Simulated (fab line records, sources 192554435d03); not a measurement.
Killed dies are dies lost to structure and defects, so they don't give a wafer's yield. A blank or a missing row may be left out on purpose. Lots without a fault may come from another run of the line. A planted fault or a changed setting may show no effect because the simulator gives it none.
One fault seen from 2 desks | flow n5_finfet | each desk has only its own numbers; what lay behind them comes last

THE DEFECT DESK
What the inspections along the route counted, lot by lot: means of the sampled wafers that have a number. A lot is out of limits, marked OUT, if its mean lies more than 4 standard deviations from the usual mean; the brackets give that distance.
Columns: A = raw_defect_count at N5_BEOL_M8_INSPECT_13, usual 439
lot  | first seen here | A
L911 | day 9 19:55     | 461
L912 | day 10 09:01    | 471
L913 | day 10 20:52    | 412
L914 | day 10 21:22    | 321
L917 | day 12 06:28    | 569
L922 | day 12 15:43    | 349
L923 | day 13 13:29    | 369
L925 | day 13 18:35    | 582
L928 | day 13 22:14    | 396
L931 | day 14 22:59    | 481
L932 | day 15 07:20    | 601
This desk's finding: nothing out of limits on any of the 11 lots.

THE TOOL OWNER'S DESK: rie_diel-05
The tool's own readings at N5_BEOL_M8_ETCH_61 (etches SiARC in CF4, target depth 45.5 nm, time 75.8 s): means of the sampled wafers that have a number, for each lot that ran on this tool. A lot is out of limits, marked OUT, if its mean lies more than 4 standard deviations from the usual mean; the brackets give that distance. Of its 8 readings 7 are shown: the one that was out of limits first, and those that lie furthest out on some lot.
Columns: A = bias_w at N5_BEOL_M8_ETCH_61, usual 36.01 W; B = chamber_pressure_mTorr at N5_BEOL_M8_ETCH_61, usual 40.00 mTorr; C = drypump_motor_current_A at N5_BEOL_M8_ETCH_61, usual 5.7 A; D = oes_product_au at N5_BEOL_M8_ETCH_61, usual 0.67 a.u.; E = rf_vpp_V at N5_BEOL_M8_ETCH_61, usual 184.3 V; F = showerhead_plenum_p_Torr at N5_BEOL_M8_ETCH_61, usual 2.16 Torr; G = throttle_valve_pct at N5_BEOL_M8_ETCH_61, usual 15.62 %
lot  | first seen here | A               | B     | C   | D    | E                | F    | G
L911 | day 9 19:59     | 36.03           | 40.03 | 5.4 | 0.61 | 184.5            | 2.20 | 15.88
L912 | day 10 09:29    | 35.96           | 39.98 | 5.8 | 0.68 | 185.4            | 2.23 | 15.69
L922 | day 12 15:55    | 36.03           | 39.97 | 5.8 | 0.65 | 184.3            | 2.22 | 15.73
L923 | day 13 13:48    | 39.41 (+34) OUT | 40.00 | 5.8 | 0.67 | 195.4 (+9.2) OUT | 2.22 | 15.72
L925 | day 13 18:39    | 39.30 (+33) OUT | 40.00 | 5.8 | 0.75 | 196.5 (+10) OUT  | 2.22 | 15.59
This desk's finding: out of limits on L923, L925; first on L923, day 13 13:48 (bias_w at N5_BEOL_M8_ETCH_61). In limits: L911, L912, L922.

PUT TOGETHER
The tool owner's desk could have raised an alarm at day 13 13:48, on L923, L925.
The defect desk saw nothing out of limits.
The defect desk has L923, L925 on record, within its limits.
Of the lots named, all ran N5_BEOL_M8_ETCH_61 on rie_diel-05.

WHAT THE SIMULATOR HAD PUT IN
Process parameter drift: rie_diel-05, from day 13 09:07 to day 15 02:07, at N5_BEOL_M8_ETCH_61. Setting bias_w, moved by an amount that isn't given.
Lots struck among those shown: L923, L925.
Hours from the fault's start to each desk's first reading out of limits: the tool owner's desk, 5.
